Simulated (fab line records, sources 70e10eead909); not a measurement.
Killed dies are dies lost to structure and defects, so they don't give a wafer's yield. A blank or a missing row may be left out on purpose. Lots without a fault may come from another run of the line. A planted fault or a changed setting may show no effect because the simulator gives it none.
One fault seen from 2 desks | flow nand_harc | each desk has only its own numbers; what lay behind them comes last

THE METROLOGY DESK
What the gauges read, lot by lot, whatever tool the lot ran on: means of the sampled wafers that have a number. A lot is out of limits, marked OUT, if its mean lies more than 4 standard deviations from the usual mean; the brackets give that distance.
Columns: A = cd_nm at NHARC_P_GATE_CD_MEAS_26, usual 120.1 nm
lot  | first seen here | A
L103 | day 4 21:34     | 120.7
L105 | day 5 13:10     | 147.3 (+42) OUT
L107 | day 5 17:50     | 147.6 (+42) OUT
L106 | day 5 18:49     | 120.5
L110 | day 6 12:10     | 148.3 (+43) OUT
L115 | day 8 00:58     | 121.0
L118 | day 8 20:09     | 120.2
L121 | day 9 06:29     | 120.7
L120 | day 9 07:10     | 120.2
L122 | day 10 00:31    | 119.5
L124 | day 10 07:03    | 120.1
This desk's finding: out of limits on L105, L107, L110; first on L105, day 5 13:10 (cd_nm at NHARC_P_GATE_CD_MEAS_26). In limits: L103, L106, L115, L118, L121, L120, L122, L124.

THE TOOL OWNER'S DESK: litho_track-06
The tool's own readings at NHARC_P_GATE_PEB_24 (peb time 65 s): means of the sampled wafers that have a number, for each lot that ran on this tool. A lot is out of limits, marked OUT, if its mean lies more than 4 standard deviations from the usual mean; the brackets give that distance.
Columns: A = heater_power_total_W at NHARC_P_GATE_PEB_24, usual 156.6 W; B = plate_temp_C at NHARC_P_GATE_PEB_24, usual 100.01 C
lot  | first seen here | A                       | B
L103 | day 4 21:29     | 156.3                   | 99.99
L105 | day 5 13:05     | 231.2 (+99 or more) OUT | -
L107 | day 5 17:45     | 230.7 (+99 or more) OUT | -
L110 | day 6 12:05     | 231.2 (+99 or more) OUT | -
L118 | day 8 20:04     | 156.3                   | 100.23
L120 | day 9 07:05     | 156.6                   | 99.92
L122 | day 10 00:25    | 156.6                   | 99.86
L124 | day 10 06:58    | 156.1                   | 99.94
This desk's finding: out of limits on L105, L107, L110; first on L105, day 5 13:05 (heater_power_total_W at NHARC_P_GATE_PEB_24). In limits: L103, L118, L120, L122, L124.

PUT TOGETHER
The tool owner's desk could have raised an alarm at day 5 13:05, on L105, L107, L110.
The metrology desk could have raised an alarm at day 5 13:10, on L105, L107, L110.
Of the lots named, all ran NHARC_P_GATE_PEB_24 on litho_track-06.

WHAT THE SIMULATOR HAD PUT IN
Process parameter drift: litho_track-06, from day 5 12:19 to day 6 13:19, at NHARC_P_GATE_PEB_24. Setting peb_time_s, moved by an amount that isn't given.
Lots struck among those shown: L105, L107, L110.
Hours from the fault's start to each desk's first reading out of limits: the tool owner's desk, 1; the metrology desk, 1.
